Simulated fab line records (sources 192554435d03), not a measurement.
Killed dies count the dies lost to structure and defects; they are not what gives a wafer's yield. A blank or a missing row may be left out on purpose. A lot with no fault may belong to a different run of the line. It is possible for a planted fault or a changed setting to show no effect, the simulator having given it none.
Chamber matching + flow n5-finfet + pecvd-04 running N5_BEOL_M4_ILD_DEP_00: 3 sister chambers
The step deposits SiOC from DEMS/O2, target thk 79 nm, time 15.3 s. 3 wafers are shown with their chamber, then 7 later ones without.

WAFERS WITH THEIR CHAMBER
| wafer  | chamber | showerhead-plenum-p-Torr (Torr) |
|--------|---------|---------------------------------|
| L087.5 | 2       | 5.689                           |
| L089.1 | 0       | 5.676                           |
| L089.3 | 1       | 5.702                           |

WAFERS WHOSE CHAMBER IS MISSING
| wafer  | showerhead-plenum-p-Torr (Torr) |
|--------|---------------------------------|
| L089.5 | 5.678                           |
| L090.4 | 5.699                           |
| L090.5 | 5.709                           |
| L090.6 | 5.674                           |
| L095.2 | 5.707                           |
| L095.5 | 5.687                           |
| L095.6 | 5.694                           |

WHICH CHAMBER EACH WENT THROUGH
| wafer  | from the rows above     | in truth                   |
|--------|-------------------------|----------------------------|
| L089.5 | 0                       | 0                          |
| L090.4 | can't be placed: 1 or 2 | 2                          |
| L090.5 | 1                       | 1                          |
| L090.6 | 0                       | 0                          |
| L095.2 | 1                       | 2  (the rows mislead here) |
| L095.5 | 2                       | 2                          |
| L095.6 | can't be placed: 2 or 1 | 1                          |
Placed correctly: 4 of 7. Unplaceable from these rows: 2, with the true chamber sitting among the candidates in 2. Placed wrongly: 1.
How it was worked out, from the rows above alone: a wafer's distance from a chamber is the root of the sum, over the readings, of the square of ((its reading less the chamber's mean) divided by the reading's scatter). The wafer belongs to the nearest chamber; if the next one is less than 2 further off, it can't be placed. The mean given for a chamber averages the wafers shown for that chamber. The scatter: with one shown wafer a chamber, the root of the mean of the squares of how far each hidden wafer lies from its nearest shown one.
